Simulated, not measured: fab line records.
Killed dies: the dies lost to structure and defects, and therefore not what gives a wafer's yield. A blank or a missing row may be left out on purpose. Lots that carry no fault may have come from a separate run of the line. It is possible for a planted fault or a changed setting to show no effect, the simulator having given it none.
Comparing a struck lot with a sound one / flow n5 finfet / 23 steps out of a route of 1938
Sound: wafers L786.1, L786.2, L786.5. Wafers L775.3, L775.4, L775.5 were the ones struck. The cause is given at the end.
Per side, at each step with rows, come the tool, then ch with its chambers, and then its first start. Under that, the readings that differ: sound wafers / struck wafers / difference of the means / sigmas: that difference in standard deviations of wafers without a fault.
alike: same words and numbers on both sides, and readings whose means sit less than 2 such deviations apart. not compared: any withheld reading, any reading some wafer has no value for, any bound like >300 that may hide the same value, and any number with overlapping values for which the record gives no deviation.
The two part at a step that has a row with sigmas, a row that says differs or no value, or rows on one side only. Numbers that have no deviation but don't overlap get no sigmas and don't part them. A reading that every wafer of one side lacks parts them only if that side has two wafers or more.

first, 11 steps without rows for these wafers: N5_BEOL_M3_DESCUM_16 (chemistry O2, time 7 s); N5_BEOL_M3_ETCH_74 (etches underlayer in N2/H2, target depth 6.5 nm, time 5.2 s); N5_BEOL_M3_ETCH_63 (etches SiARC in CF4, target depth 15.6 nm, time 26 s); N5_BEOL_M3_ETCH_64 (etches SOC in N2/H2, target depth 75 nm, overetch 15 nm, time 112.5 s); N5_BEOL_M3_STRIP_65 (strips in N2/H2); N5_BEOL_M3_STRIP_75 (strips in N2/H2); N5_BEOL_M3_STRIP_66 (strips in CF4); N5_BEOL_M3_HM_OPEN_17 (chemistry Cl2/BCl3, target TiN, target depth 20 nm, overetch 6 nm); N5_BEOL_M3_STRIP_19 (strips in O2); N5_BEOL_M3_COAT_67 (time 60 s, resist thk 60 nm); N5_BEOL_M3_COAT_68 (time 60 s, resist thk 12 nm).
N5_BEOL_M3_COAT_76: time 60 s, resist thk 5 nm.
  sound on litho track-04 ch 0, day 11 07:30; struck on litho track-05 ch 0, day 8 07:17
reading=spin speed rpm (rpm); sound=1498.9 1498.7 1498.5; struck=1460.1 1461.1 1461.0; difference=-38.0; sigmas=-41
then, 7 steps without rows for these wafers: N5_BEOL_M3_COAT_22 (resist thk 30 nm); N5_BEOL_M3_EBR_24; N5_BEOL_M3_SOFTBAKE_23 (time 60 s); N5_BEOL_M3_EXPOSE_25 (exposes mask V2, defocus 5 nm); N5_BEOL_M3_PEB_26 (peb time 60 s); N5_BEOL_M3_DEVELOP_27 (develop time 30 s); N5_BEOL_M3_DESCUM_33 (chemistry O2, time 7 s).
N5_BEOL_M3_ETCH_77: etches underlayer in N2/H2, target depth 6.5 nm, time 5.2 s.
  sound on rie diel-06 ch 1,2,3, day 11 08:20; struck on rie diel-06 ch 0,3, day 8 07:44
reading=model.etch.depth nm (nm); sound=5.01 5.009 5.002; struck=5.052 5.065 5.075; difference=+0.057; sigmas=
  alike: drypump motor current A, etch rf on time s, h2 flow sccm, oes product au, rf vpp V, showerhead plenum p Torr, throttle valve pct
  not compared: rf hours counter h
then, 1 step without rows for these wafers: N5_BEOL_M3_ETCH_69 (etches SiARC in CF4, target depth 15.6 nm, time 26 s).
N5_BEOL_M4_RC_MEAS_101:
  sound on prober-01 ch 0, day 12 03:56; struck on prober-01 ch 0, day 9 05:26
  alike: DIBL_N, DIBL_P, IOFF_N, IOFF_P, ION_N, ION_P, SS_N, SS_P, VT_N, VT_P
N5_PASSIVATION_PROBE_49:
  the record holds rows for the sound wafers here (prober-02, day 16 06:20) but none for the struck ones

## WHERE THEY PART
At N5_BEOL_M3_COAT_76 first; at N5_PASSIVATION_PROBE_49 last (within this record only).

WHY: what the simulator had put in
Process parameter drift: litho track-05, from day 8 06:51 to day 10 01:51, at N5_BEOL_M3_COAT_76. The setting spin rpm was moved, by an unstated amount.
